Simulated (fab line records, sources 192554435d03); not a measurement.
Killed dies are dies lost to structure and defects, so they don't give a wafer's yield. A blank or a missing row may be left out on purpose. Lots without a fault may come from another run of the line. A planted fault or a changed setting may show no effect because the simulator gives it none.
Which tool did it? | flow n5_finfet | 24 lots, 72 wafers sampled, at 4 steps of a route of 1938

WHAT THE GAUGES READ, wafer by wafer
N5_GATE_CUT_INSPECT_15: inspects for defects (brightfield).
lot  | measured     | on                | raw_defect_count
L074 | day 4 11:28  | defect_inspect-01 | 113 89 115
L075 | day 4 18:43  | defect_inspect-01 | 111 220 158
L076 | day 5 02:30  | defect_inspect-01 | 77 132 79
L077 | day 5 07:31  | defect_inspect-01 | 87 98 169
L078 | day 5 09:36  | defect_inspect-02 | 97 101 123
L079 | day 5 19:27  | defect_inspect-02 | 113 122 93
L080 | day 6 04:07  | defect_inspect-01 | 118 177 113
L081 | day 6 04:38  | defect_inspect-02 | 179 238 113
L082 | day 6 12:16  | defect_inspect-01 | 81 99 170
L083 | day 6 19:37  | defect_inspect-01 | 140 126 200
L084 | day 7 00:44  | defect_inspect-02 | 121 163 152
L086 | day 7 13:01  | defect_inspect-01 | 110 111 71
L085 | day 7 14:29  | defect_inspect-01 | 118 153 150
L087 | day 7 20:55  | defect_inspect-02 | 220 163 148
L089 | day 8 07:30  | defect_inspect-01 | 114 98 153
L088 | day 8 08:12  | defect_inspect-01 | 133 62 52
L090 | day 8 13:02  | defect_inspect-02 | 144 123 188
L091 | day 8 22:02  | defect_inspect-01 | 114 123 115
L092 | day 9 01:01  | defect_inspect-02 | 84 151 123
L093 | day 9 09:23  | defect_inspect-01 | 116 129 215
L094 | day 9 12:14  | defect_inspect-02 | 143 138 136
L095 | day 9 19:42  | defect_inspect-02 | 152 105 164
L096 | day 10 02:02 | defect_inspect-01 | 133 126 122
L097 | day 11 01:20 | defect_inspect-02 | 67 81 85

N5_GATE_CUT_INSPECT_26: inspects for defects (darkfield).
lot  | measured     | on                | raw_defect_count
L074 | day 4 14:54  | defect_inspect-01 | 47 44 51
L075 | day 4 22:19  | defect_inspect-01 | 31 31 45
L076 | day 5 06:51  | defect_inspect-02 | 31 30 60
L077 | day 5 11:14  | defect_inspect-02 | 23 25 16
L078 | day 5 13:00  | defect_inspect-01 | 27 31 26
L079 | day 5 22:52  | defect_inspect-02 | 15 23 29
L080 | day 6 07:32  | defect_inspect-01 | 25 17 41
L081 | day 6 08:47  | defect_inspect-01 | 61 27 57
L082 | day 6 15:39  | defect_inspect-01 | 37 33 14
L083 | day 6 23:11  | defect_inspect-02 | 41 44 49
L084 | day 7 04:07  | defect_inspect-02 | 17 24 26
L086 | day 7 16:29  | defect_inspect-02 | 55 53 49
L085 | day 7 17:53  | defect_inspect-02 | 37 34 37
L087 | day 8 00:31  | defect_inspect-02 | 72 36 33
L089 | day 8 10:57  | defect_inspect-02 | 28 36 47
L088 | day 8 11:49  | defect_inspect-01 | 33 38 46
L090 | day 8 17:03  | defect_inspect-02 | 27 29 45
L091 | day 9 02:14  | defect_inspect-02 | 13 53 44
L092 | day 9 04:26  | defect_inspect-02 | 22 21 15
L093 | day 9 13:04  | defect_inspect-01 | 31 32 37
L094 | day 9 15:41  | defect_inspect-01 | 28 30 26
L095 | day 9 23:33  | defect_inspect-02 | 33 53 90
L096 | day 10 06:01 | defect_inspect-01 | 27 38 50
L097 | day 11 05:30 | defect_inspect-02 | 27 29 63

WHICH TOOL RAN EACH LOT (tool, then ch and the chambers of the sampled wafers, then the start)
lot  | N5_HKMG_FIN_STRIP_89               | N5_GATE_CUT_PECVD_57
L074 | rie_diel-03 ch 0,1,3, day 4 04:37  | pecvd-03 ch 0,1,2, day 4 10:38
L075 | rie_diel-04 ch 0,1,2, day 4 11:58  | pecvd-02 ch 0,1,2, day 4 17:53
L076 | rie_diel-04 ch 0,3, day 4 19:38    | pecvd-04 ch 1,2, day 5 01:32
L077 | rie_diel-03 ch 1,2, day 5 00:03    | pecvd-03 ch 1, day 5 06:29
L078 | rie_diel-03 ch 0,3, day 5 02:53    | pecvd-03 ch 0,1, day 5 08:45
L079 | rie_diel-04 ch 0,2,3, day 5 12:16  | pecvd-03 ch 1,2, day 5 18:29
L080 | rie_diel-04 ch 0,1,2, day 5 21:22  | pecvd-04 ch 0,1,2, day 6 03:17
L081 | rie_diel-01 ch 0,1, day 5 21:58    | pecvd-03 ch 0,1,2, day 6 03:48
L082 | rie_diel-01 ch 0,1,2, day 6 05:26  | pecvd-04 ch 0,1, day 6 11:18
L083 | rie_diel-04 ch 1,2,3, day 6 12:46  | pecvd-03 ch 0,1,2, day 6 18:37
L084 | rie_diel-03 ch 0,3, day 6 17:47    | pecvd-03 ch 0,2, day 6 23:54
L086 | rie_diel-01 ch 0,1,3, day 7 06:05  | pecvd-02 ch 0,1, day 7 12:04
L085 | rie_diel-03 ch 0,1,2, day 7 07:37  | pecvd-02 ch 0,1, day 7 13:39
L087 | rie_diel-03 ch 0,1,3, day 7 14:08  | pecvd-03 ch 0,1,2, day 7 20:07
L089 | rie_diel-01 ch 1,3, day 8 00:44    | pecvd-02 ch 0,2, day 8 06:39
L088 | rie_diel-04 ch 0,1,2, day 8 01:32  | pecvd-02 ch 0,1,2, day 8 07:22
L090 | rie_diel-03 ch 1,2, day 8 06:06    | pecvd-02 ch 0,1,2, day 8 12:05
L091 | rie_diel-04 ch 0,1,2, day 8 13:53  | pecvd-02 ch 0,2, day 8 21:13
L092 | rie_diel-01 ch 0,1,3, day 8 16:37  | pecvd-03 ch 0,2, day 9 00:04
L093 | rie_diel-03 ch 0,1,2, day 9 02:27  | pecvd-04 ch 0,1, day 9 08:26
L094 | rie_diel-01 ch 0,1,3, day 9 05:24  | pecvd-03 ch 0,1, day 9 11:25
L095 | rie_diel-03 ch 0,1,2, day 9 12:43  | pecvd-04 ch 0,2, day 9 18:52
L096 | rie_diel-04 ch 0,1,2, day 9 18:50  | pecvd-04 ch 0,1,2, day 10 01:05
L097 | rie_diel-03 ch 0,1,2, day 10 18:17 | pecvd-02 ch 1,2, day 11 00:31
- N5_HKMG_FIN_STRIP_89: strips SOC in N2/H2, time 20 s.
- N5_GATE_CUT_PECVD_57: deposits SiNx from SiH4/NH3/N2, target thk 21 nm.

WHAT THE TOOLS THEMSELVES READ (means of the sampled wafers that have a number; where no wafer has one, the mark that the record gives instead)
N5_HKMG_FIN_STRIP_89.
lot  | tool        | drypump_motor_current_A (A) | h2_flow_sccm (sccm) | oes_product_au (a.u.) | rf_vpp_V (V) | showerhead_plenum_p_Torr (Torr) | throttle_valve_pct (%)
L074 | rie_diel-03 | 5.6                         | 299.9               | 0.79                  | 54.4         | 3.46                            | 19.1
L075 | rie_diel-04 | 5.5                         | 300.0               | 0.81                  | 53.1         | 3.29                            | 19.0
L076 | rie_diel-04 | 5.8                         | 300.6               | 0.78                  | 53.8         | 3.22                            | 19.0
L077 | rie_diel-03 | 6.1                         | 300.7               | 0.85                  | 54.7         | 3.46                            | 19.1
L078 | rie_diel-03 | 5.1                         | 299.3               | 0.73                  | 54.4         | 3.42                            | 19.3
L079 | rie_diel-04 | 5.8                         | 300.7               | 0.82                  | 53.9         | 3.29                            | 18.9
L080 | rie_diel-04 | 5.5                         | 300.4               | 0.90                  | 54.4         | 3.43                            | 18.9
L081 | rie_diel-01 | 5.5                         | 299.6               | 0.85                  | 54.0         | 3.45                            | 18.7
L082 | rie_diel-01 | 5.4                         | 300.9               | 0.89                  | 55.0         | 3.51                            | 18.8
L083 | rie_diel-04 | 5.7                         | 300.3               | 0.82                  | 54.2         | 3.38                            | 19.0
L084 | rie_diel-03 | 5.3                         | 300.2               | 0.70                  | 54.8         | 3.36                            | 19.0
L086 | rie_diel-01 | 5.7                         | 300.4               | 0.87                  | 53.4         | 3.42                            | 18.9
L085 | rie_diel-03 | 5.8                         | 299.7               | 0.77                  | 54.0         | 3.36                            | 19.0
L087 | rie_diel-03 | 5.6                         | 299.7               | 0.75                  | 54.3         | 3.44                            | 19.1
L089 | rie_diel-01 | 5.5                         | 299.7               | 0.90                  | 54.4         | 3.48                            | 19.0
L088 | rie_diel-04 | 5.5                         | 300.1               | 0.87                  | 54.7         | 3.42                            | 18.9
L090 | rie_diel-03 | 6.1                         | 298.8               | 0.82                  | 54.2         | 3.44                            | 19.2
L091 | rie_diel-04 | 5.5                         | 299.4               | 0.85                  | 54.2         | 3.41                            | 18.9
L092 | rie_diel-01 | 5.7                         | 299.3               | 0.86                  | 53.9         | 3.41                            | 18.9
L093 | rie_diel-03 | 5.8                         | 300.0               | 0.85                  | 54.4         | 3.35                            | 18.9
L094 | rie_diel-01 | 5.7                         | 300.0               | 0.86                  | 55.3         | 3.41                            | 18.9
L095 | rie_diel-03 | 5.8                         | 299.8               | 0.84                  | 54.1         | 3.35                            | 19.0
L096 | rie_diel-04 | 5.5                         | 299.6               | 0.83                  | 55.3         | 3.41                            | 18.9
L097 | rie_diel-03 | 5.8                         | 300.0               | 0.83                  | 53.5         | 3.34                            | 19.0

N5_GATE_CUT_PECVD_57.
lot  | tool     | heater_power_w (W) | showerhead_plenum_p_Torr (Torr) | throttle_valve_pct (%)
L074 | pecvd-03 | 779                | 5.08                            | 40.5
L075 | pecvd-02 | 773                | 5.13                            | 38.7
L076 | pecvd-04 | 756                | 5.12                            | 38.7
L077 | pecvd-03 | 676                | 5.07                            | 38.6
L078 | pecvd-03 | 729                | 5.11                            | 39.9
L079 | pecvd-03 | 692                | 5.05                            | 40.0
L080 | pecvd-04 | 759                | 5.15                            | 39.9
L081 | pecvd-03 | 766                | 5.08                            | 40.6
L082 | pecvd-04 | 731                | 5.18                            | 40.1
L083 | pecvd-03 | 735                | 5.08                            | 40.7
L084 | pecvd-03 | 668                | 5.09                            | 41.7
L086 | pecvd-02 | 739                | 5.18                            | 38.8
L085 | pecvd-02 | 759                | 5.14                            | 38.7
L087 | pecvd-03 | 737                | 5.08                            | 40.5
L089 | pecvd-02 | 817                | 5.17                            | 39.0
L088 | pecvd-02 | 719                | 5.13                            | 39.1
L090 | pecvd-02 | 756                | 5.14                            | 38.9
L091 | pecvd-02 | 845                | 5.17                            | 39.2
L092 | pecvd-03 | 751                | 5.11                            | 41.4
L093 | pecvd-04 | 731                | 5.18                            | 40.0
L094 | pecvd-03 | 770                | 5.09                            | 39.5
L095 | pecvd-04 | 732                | 5.17                            | 41.1
L096 | pecvd-04 | 755                | 5.15                            | 40.0
L097 | pecvd-02 | 723                | 5.11                            | 39.3

THE ANSWER, worked out from the rows above alone
Rule: what is usual is taken from the lots themselves. Put in order of their means at a reading, lots are off if they are a third of the lots or fewer, leave a main group of 4 or more, and stand apart from it by a gap of 3 or more times the standard deviation of the main group's means; of several such gaps the widest counts. A main group whose means are all the same, to the digits that the tables above print for the reading, isn't used. A lot without any number at a reading at which 4 lots or more have one is off too. The other lots that the step has rows for count as sound. The gauges are gone through in route order, then the tools' own readings, and for those a lot's mean is taken as printed above. The first step at which some lot is off is used, and at that step the reading that is off furthest; a lot without a number counts as furthest.
No lot is off at any reading shown: from this, nothing can be told.

WHAT THE SIMULATOR HAD PUT IN
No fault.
